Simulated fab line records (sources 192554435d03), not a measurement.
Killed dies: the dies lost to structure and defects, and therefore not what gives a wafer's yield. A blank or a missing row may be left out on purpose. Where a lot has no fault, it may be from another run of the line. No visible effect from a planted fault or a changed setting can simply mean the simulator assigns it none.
Which tool was responsible?	flow n5-finfet	23 lots with 69 wafers sampled at 6 steps, on a route of 1938 steps

== WHAT THE GAUGES READ, wafer by wafer ==
Not one reading of a measure or inspect step in the record can be checked against a usual standard deviation.

== TOOL THAT RAN EACH LOT (tool first, then ch and the chambers of the sampled wafers, then the start) ==
lot	N5_BEOL_M4_HM_DEP_02	N5_BEOL_M4_ETCH_74	N5_BEOL_M4_STRIP_66	N5_BEOL_M4_STRIP_97	N5_BEOL_M4_SPUTTER_81	N5_BEOL_M4_ANNEAL_87
L075	pvd-sputter-02, day 7 05:54	rie-diel-06 ch 2,3, day 7 06:27	rie-diel-06 ch 2,3, day 7 06:38	rie-diel-04 ch 0,1,3, day 7 13:14 or earlier	pvd-sputter-01, day 7 13:14	pvd-sputter-01, day 7 13:32
L074	pvd-sputter-02, day 7 06:00	rie-diel-06 ch 0,2, day 7 06:41	rie-diel-06 ch 0,2, day 7 06:52	rie-diel-02 ch 0,2,3, day 7 10:24 or earlier	pvd-sputter-02, day 7 10:24	pvd-sputter-02, day 7 10:42
L076	pvd-sputter-03, day 7 12:32	rie-diel-04 ch 0,1, day 7 13:25	rie-diel-04 ch 0,1, day 7 13:35	rie-diel-06 ch 2,3, day 7 16:41 or earlier	pvd-sputter-01, day 7 16:41	pvd-sputter-01, day 7 16:59
L077	pvd-sputter-01, day 8 01:02	rie-diel-04 ch 0,3, day 8 01:35	rie-diel-04 ch 0,3, day 8 01:46	rie-diel-04 ch 0,2,3, day 8 09:17 or earlier	pvd-sputter-01, day 8 09:17	pvd-sputter-01, day 8 09:35
L078	pvd-sputter-01, day 8 10:50	rie-diel-06 ch 0,2, day 8 11:31	rie-diel-06 ch 0,2, day 8 11:41	rie-diel-02 ch 0,1, day 8 14:24 or earlier	pvd-sputter-03, day 8 14:24	pvd-sputter-03, day 8 14:42
L079	pvd-sputter-01, day 8 13:01	rie-diel-02 ch 2,3, day 8 13:34	rie-diel-02 ch 2,3, day 8 13:44	rie-diel-06 ch 0,2,3, day 8 17:12 or earlier	pvd-sputter-02, day 8 17:12	pvd-sputter-02, day 8 17:30
L080	pvd-sputter-02, day 8 14:40	rie-diel-06 ch 0,2,3, day 8 15:14	rie-diel-06 ch 0,2,3, day 8 15:24	rie-diel-04 ch 1,2, day 8 22:23 or earlier	pvd-sputter-01, day 8 22:23	pvd-sputter-01, day 8 22:41
L083	pvd-sputter-02, day 9 05:06	rie-diel-04 ch 2,3, day 9 06:02	rie-diel-04 ch 2,3, day 9 06:12	rie-diel-06 ch 1,2,3, day 9 11:44 or earlier	pvd-sputter-03, day 9 11:44	pvd-sputter-03, day 9 12:02
L082	pvd-sputter-01, day 9 08:17	rie-diel-04 ch 1,2,3, day 9 08:50	rie-diel-04 ch 1,2,3, day 9 09:01	rie-diel-06 ch 1,2, day 9 14:40 or earlier	pvd-sputter-03, day 9 14:40	pvd-sputter-03, day 9 14:58
L084	pvd-sputter-01, day 9 08:43	rie-diel-06 ch 1,2,3, day 9 09:24	rie-diel-06 ch 1,2,3, day 9 09:35	rie-diel-06 ch 1,3, day 9 15:18 or earlier	pvd-sputter-02, day 9 15:18	pvd-sputter-02, day 9 15:36
L085	pvd-sputter-01, day 9 20:39	rie-diel-06 ch 1,2, day 9 21:28	rie-diel-06 ch 1,2, day 9 21:38	rie-diel-06 ch 2,3, day 10 03:50 or earlier	pvd-sputter-01, day 10 03:50	pvd-sputter-01, day 10 04:08
L086	pvd-sputter-01, day 10 05:46	rie-diel-04 ch 0,1,3, day 10 06:20	rie-diel-04 ch 0,1,3, day 10 06:30	rie-diel-04 ch 0,1,3, day 10 10:51 or earlier	pvd-sputter-01, day 10 10:51	pvd-sputter-01, day 10 11:09
L087	pvd-sputter-03, day 10 11:43	rie-diel-04 ch 0,1,2, day 10 12:50	rie-diel-04 ch 0,1,2, day 10 13:01	rie-diel-02 ch 0,1, day 10 17:53 or earlier	pvd-sputter-03, day 10 17:53	pvd-sputter-03, day 10 18:11
L090	pvd-sputter-01, day 10 21:00	rie-diel-02 ch 0,2, day 10 21:51	rie-diel-02 ch 0,2, day 10 22:02	rie-diel-02 ch 1,2, day 11 03:01 or earlier	pvd-sputter-03, day 11 03:01	pvd-sputter-03, day 11 03:19
L088	pvd-sputter-02, day 10 22:11	rie-diel-04 ch 0,1,2, day 10 23:05	rie-diel-04 ch 0,1,2, day 10 23:16	rie-diel-06 ch 0,2, day 11 03:14 or earlier	pvd-sputter-01, day 11 03:14	pvd-sputter-01, day 11 03:32
L091	pvd-sputter-03, day 11 04:30	rie-diel-04 ch 1,2,3, day 11 05:03	rie-diel-04 ch 1,2,3, day 11 05:14	rie-diel-06 ch 0,2, day 11 11:23 or earlier	pvd-sputter-02, day 11 11:23	pvd-sputter-02, day 11 11:41
L089	pvd-sputter-01, day 11 09:47	rie-diel-04 ch 1,2,3, day 11 10:29	rie-diel-04 ch 1,2,3, day 11 10:40	rie-diel-06 ch 0,2,3, day 11 14:07 or earlier	pvd-sputter-03, day 11 14:07	pvd-sputter-03, day 11 14:26
L092	pvd-sputter-01, day 11 12:32	rie-diel-06 ch 0,2,3, day 11 13:41	rie-diel-06 ch 0,2,3, day 11 13:52	rie-diel-04 ch 0,2, day 11 19:15 or earlier	pvd-sputter-02, day 11 19:15	pvd-sputter-02, day 11 19:33
L093	pvd-sputter-03, day 11 19:58	rie-diel-02 ch 0,1, day 11 20:59	rie-diel-02 ch 0,1, day 11 21:10	rie-diel-04 ch 0,3, day 12 02:10 or earlier	pvd-sputter-03, day 12 02:10	pvd-sputter-03, day 12 02:28
L094	pvd-sputter-03, day 12 01:05	rie-diel-04 ch 0,3, day 12 01:45	rie-diel-04 ch 0,3, day 12 01:56	rie-diel-06 ch 1,3, day 12 06:47 or earlier	pvd-sputter-02, day 12 06:47	pvd-sputter-02, day 12 07:05
L095	pvd-sputter-03, day 12 08:13	rie-diel-02 ch 0,1, day 12 08:47	rie-diel-02 ch 0,1, day 12 08:57	rie-diel-04 ch 0,1,3, day 12 14:01 or earlier	pvd-sputter-02, day 12 14:01	pvd-sputter-02, day 12 14:19
L096	pvd-sputter-01, day 12 23:34	rie-diel-04 ch 0,2,3, day 13 00:14	rie-diel-04 ch 0,2,3, day 13 00:25	rie-diel-04 ch 0,1,2, day 13 04:53 or earlier	pvd-sputter-02, day 13 04:53	pvd-sputter-02, day 13 05:11
L097	pvd-sputter-01, day 13 00:47	rie-diel-04 ch 0,2,3, day 13 01:21	rie-diel-04 ch 0,2,3, day 13 01:31	rie-diel-04 ch 1,2, day 13 07:26 or earlier	pvd-sputter-02, day 13 07:26	pvd-sputter-02, day 13 07:44
- N5_BEOL_M4_HM_DEP_02: deposits TiN, target thk 20 nm.
- N5_BEOL_M4_ETCH_74: etches underlayer in N2/H2, target depth 6.5 nm, time 5.2 s.
- N5_BEOL_M4_STRIP_66: strips in CF4.
- N5_BEOL_M4_STRIP_97: strips in N2/H2, time 10 s.
- N5_BEOL_M4_SPUTTER_81: material Cu, target thk 4.5 nm, time 8.29 s.
- N5_BEOL_M4_ANNEAL_87: time 240 s.

== AS READ BY THE TOOLS THEMSELVES (means over the sampled wafers that have a number; for cases with no such wafer, the mark the record gives instead) ==
N5_BEOL_M4_HM_DEP_02. Usual: throttle-valve-pct 29.5 %, standard deviation 1.2.
lot	tool	throttle-valve-pct (%)	flag
L075	pvd-sputter-02	28.9	
L074	pvd-sputter-02	28.8	
L076	pvd-sputter-03	29.9	
L077	pvd-sputter-01	29.3	
L078	pvd-sputter-01	29.7	
L079	pvd-sputter-01	29.5	
L080	pvd-sputter-02	28.6	
L083	pvd-sputter-02	29.3	
L082	pvd-sputter-01	29.0	
L084	pvd-sputter-01	28.9	
L085	pvd-sputter-01	29.4	
L086	pvd-sputter-01	29.2	
L087	pvd-sputter-03	31.0	
L090	pvd-sputter-01	28.9	
L088	pvd-sputter-02	29.6	
L091	pvd-sputter-03	30.2	
L089	pvd-sputter-01	29.6	
L092	pvd-sputter-01	29.7	
L093	pvd-sputter-03	31.3	
L094	pvd-sputter-03	31.3	
L095	pvd-sputter-03	30.1	
L096	pvd-sputter-01	29.4	
L097	pvd-sputter-01	29.1	

N5_BEOL_M4_ETCH_74. Usual: drypump-motor-current-A 5.8 A, standard deviation 0.38; etch-rf-on-time-s 5.19 s, standard deviation 0.13; n2-flow-sccm 200.1 sccm, standard deviation 0.59; oes-product-au 0.64 a.u., standard deviation 0.062; rf-vpp-V 523.1 V, standard deviation 2.5; showerhead-plenum-p-Torr 2.51 Torr, standard deviation 0.076; throttle-valve-pct 18.02 %, standard deviation 0.21.
lot	tool	drypump-motor-current-A (A)	etch-rf-on-time-s (s)	n2-flow-sccm (sccm)	oes-product-au (a.u.)	rf-vpp-V (V)	showerhead-plenum-p-Torr (Torr)	throttle-valve-pct (%)	flag
L075	rie-diel-06	5.7	5.27	199.6	0.60	522.2	2.48	18.30	
L074	rie-diel-06	5.7	5.02	199.8	0.60	526.1	2.53	18.02	
L076	rie-diel-04	5.7	5.05	200.7	0.74	523.3	2.54	17.82	
L077	rie-diel-04	5.8	5.25	199.9	0.63	523.1	2.49	17.98	
L078	rie-diel-06	5.5	5.07	200.1	0.61	521.8	2.47	18.07	
L079	rie-diel-02	5.5	5.15	200.3	0.68	526.4	2.62	17.82	
L080	rie-diel-06	5.7	5.14	200.1	0.59	524.1	2.49	18.18	
L083	rie-diel-04	5.9	5.21	200.2	0.61	523.1	2.49	18.04	
L082	rie-diel-04	5.8	5.19	200.2	0.66	523.3	2.50	17.99	
L084	rie-diel-06	5.8	5.27	200.8	0.59	522.6	2.50	18.23	
L085	rie-diel-06	5.6	5.14	200.5	0.60	521.6	2.47	18.13	
L086	rie-diel-04	5.8	5.14	200.0	0.66	521.8	2.51	17.93	
L087	rie-diel-04	6.0	5.15	200.6	0.67	523.1	2.48	17.85	
L090	rie-diel-02	5.2	5.24	200.6	0.67	523.7	2.55	18.03	
L088	rie-diel-04	6.0	5.10	199.8	0.67	523.2	2.48	17.86	
L091	rie-diel-04	5.8	5.16	200.6	0.65	523.1	2.50	18.00	
L089	rie-diel-04	5.8	5.17	199.6	0.64	523.6	2.50	18.02	
L092	rie-diel-06	5.7	5.11	199.5	0.74	522.1	2.49	17.90	
L093	rie-diel-02	5.4	5.15	200.1	0.67	526.3	2.59	18.12	
L094	rie-diel-04	6.0	5.36	200.3	0.61	521.9	2.45	17.90	
L095	rie-diel-02	5.4	5.20	199.8	0.66	526.5	2.59	18.12	
L096	rie-diel-04	6.1	5.27	200.2	0.60	521.3	2.45	17.96	
L097	rie-diel-04	6.1	5.32	200.0	0.60	522.1	2.45	17.96	

N5_BEOL_M4_STRIP_66. Usual: drypump-motor-current-A 5.8 A, standard deviation 0.38; oes-product-au 0.74 a.u., standard deviation 0.065; rf-vpp-V 270.8 V, standard deviation 1.4; showerhead-plenum-p-Torr 1.77 Torr, standard deviation 0.053; throttle-valve-pct 13.78 %, standard deviation 0.23.
lot	tool	drypump-motor-current-A (A)	oes-product-au (a.u.)	rf-vpp-V (V)	showerhead-plenum-p-Torr (Torr)	throttle-valve-pct (%)	flag
L075	rie-diel-06	5.7	0.70	270.3	1.74	14.02	
L074	rie-diel-06	5.7	0.68	271.0	1.77	13.76	
L076	rie-diel-04	5.6	0.84	272.2	1.79	13.53	
L077	rie-diel-04	5.8	0.74	270.3	1.78	13.83	
L078	rie-diel-06	5.5	0.69	270.5	1.73	13.78	
L079	rie-diel-02	5.5	0.79	271.8	1.85	13.50	
L080	rie-diel-06	5.7	0.69	270.7	1.75	13.93	
L083	rie-diel-04	5.8	0.72	271.3	1.77	13.86	
L082	rie-diel-04	5.8	0.76	270.6	1.77	13.71	
L084	rie-diel-06	5.8	0.69	271.3	1.76	14.00	
L085	rie-diel-06	5.6	0.70	270.5	1.74	13.88	
L086	rie-diel-04	5.7	0.77	270.6	1.78	13.72	
L087	rie-diel-04	5.9	0.77	271.1	1.75	13.60	
L090	rie-diel-02	5.2	0.79	271.1	1.81	13.76	
L088	rie-diel-04	6.0	0.76	271.5	1.75	13.62	
L091	rie-diel-04	5.8	0.75	270.1	1.76	13.75	
L089	rie-diel-04	5.8	0.74	270.9	1.76	13.76	
L092	rie-diel-06	5.7	0.85	270.9	1.74	13.56	
L093	rie-diel-02	5.4	0.77	271.3	1.83	13.82	
L094	rie-diel-04	6.0	0.73	270.1	1.75	13.78	
L095	rie-diel-02	5.4	0.77	272.7	1.83	13.83	
L096	rie-diel-04	6.0	0.71	270.0	1.74	13.81	
L097	rie-diel-04	6.0	0.71	269.9	1.74	13.80	

N5_BEOL_M4_STRIP_97. Usual: drypump-motor-current-A 5.7 A, standard deviation 0.38; n2-flow-sccm 200.0 sccm, standard deviation 0.62; oes-product-au 0.77 a.u., standard deviation 0.092; rf-vpp-V 59.1 V, standard deviation 0.87; showerhead-plenum-p-Torr 2.51 Torr, standard deviation 0.08; throttle-valve-pct 23.75 %, standard deviation 0.2.
lot	tool	drypump-motor-current-A (A)	n2-flow-sccm (sccm)	oes-product-au (a.u.)	rf-vpp-V (V)	showerhead-plenum-p-Torr (Torr)	throttle-valve-pct (%)	flag
L075	rie-diel-04	5.7	199.9	0.81	59.5	2.51	23.66	
L074	rie-diel-02	5.4	200.3	0.82	60.2	2.59	23.75	
L076	rie-diel-06	5.5	200.2	0.71	58.5	2.44	23.93	
L077	rie-diel-04	6.1	199.7	0.75	59.2	2.46	23.60	
L078	rie-diel-02	5.4	199.9	0.83	59.5	2.60	23.91	
L079	rie-diel-06	5.7	199.9	0.68	58.5	2.49	23.89	
L080	rie-diel-04	5.7	199.4	0.83	59.5	2.52	23.68	
L083	rie-diel-06	5.8	199.6	0.69	58.1	2.49	23.93	
L082	rie-diel-06	5.6	200.3	0.70	58.2	2.46	23.86	
L084	rie-diel-06	6.0	199.7	0.69	58.8	2.56	23.93	
L085	rie-diel-06	5.7	200.2	0.68	59.0	2.46	24.05	
L086	rie-diel-04	5.7	200.5	0.78	59.7	2.50	23.70	
L087	rie-diel-02	5.5	199.7	0.75	60.6	2.61	23.87	
L090	rie-diel-02	5.2	200.6	0.70	58.8	2.54	23.73	
L088	rie-diel-06	5.5	200.1	0.79	59.0	2.45	23.72	
L091	rie-diel-06	5.8	200.4	0.88	59.5	2.50	23.56	
L089	rie-diel-06	5.8	199.9	0.86	59.6	2.48	23.67	
L092	rie-diel-04	6.3	200.0	0.74	59.6	2.43	23.49	
L093	rie-diel-04	6.0	201.1	0.74	59.6	2.45	23.60	
L094	rie-diel-06	6.0	199.2	0.95	59.0	2.56	23.51	
L095	rie-diel-04	5.7	199.3	0.76	58.7	2.49	23.72	
L096	rie-diel-04	6.0	199.7	0.76	59.7	2.47	23.62	
L097	rie-diel-04	5.7	199.6	0.79	59.7	2.51	23.73	

N5_BEOL_M4_SPUTTER_81. Usual: chuck-gas-flow-sccm 1.26 sccm, standard deviation 0.051; throttle-valve-pct 29.5 %, standard deviation 1.2.
lot	tool	chuck-gas-flow-sccm (sccm)	throttle-valve-pct (%)	flag
L075	pvd-sputter-01	1.27	28.4	
L074	pvd-sputter-02	1.21	28.7	
L076	pvd-sputter-01	1.26	29.3	
L077	pvd-sputter-01	1.28	30.4	
L078	pvd-sputter-03	1.33	31.3	
L079	pvd-sputter-02	1.26	29.5	
L080	pvd-sputter-01	1.24	28.9	
L083	pvd-sputter-03	1.29	30.1	
L082	pvd-sputter-03	1.30	30.0	
L084	pvd-sputter-02	1.24	29.6	
L085	pvd-sputter-01	1.27	28.5	
L086	pvd-sputter-01	1.30	29.4	
L087	pvd-sputter-03	1.24	31.3	
L090	pvd-sputter-03	1.27	31.2	
L088	pvd-sputter-01	1.23	29.0	
L091	pvd-sputter-02	1.23	29.6	
L089	pvd-sputter-03	1.21	29.2	
L092	pvd-sputter-02	1.23	28.7	
L093	pvd-sputter-03	1.28	29.3	
L094	pvd-sputter-02	1.30	29.4	
L095	pvd-sputter-02	1.32	28.7	
L096	pvd-sputter-02	1.26	29.4	
L097	pvd-sputter-02	1.27	29.4	

N5_BEOL_M4_ANNEAL_87. Usual: heater-power-w 820 W, standard deviation 57.
lot	tool	heater-power-w (W)	flag
L075	pvd-sputter-01	838	
L074	pvd-sputter-02	807	
L076	pvd-sputter-01	876	
L077	pvd-sputter-01	874	
L078	pvd-sputter-03	856	
L079	pvd-sputter-02	803	
L080	pvd-sputter-01	814	
L083	pvd-sputter-03	879	
L082	pvd-sputter-03	843	
L084	pvd-sputter-02	802	
L085	pvd-sputter-01	754	
L086	pvd-sputter-01	852	
L087	pvd-sputter-03	806	
L090	pvd-sputter-03	816	
L088	pvd-sputter-01	796	
L091	pvd-sputter-02	794	
L089	pvd-sputter-03	852	
L092	pvd-sputter-02	785	
L093	pvd-sputter-03	850	
L094	pvd-sputter-02	771	
L095	pvd-sputter-02	809	
L096	pvd-sputter-02	780	
L097	pvd-sputter-02	766	

== THE ANSWER, worked out from the rows above alone ==
Rule: a lot counts as off when the mean over its wafers that have a number is more than 3 standard deviations away from the usual mean. Also off: a lot with no number at a reading for which 4 or more lots have one. Any other lot the step has rows for is counted as sound. The gauges are gone through in route order, then the tools' own readings, and for those a lot's mean is taken as printed above. The first step at which some lot is off is used, and at that step the reading that is off furthest; a lot without a number counts as furthest.
None of the lots is off at any reading shown; this tells nothing.

== WHAT WAS PUT IN BY THE SIMULATOR ==
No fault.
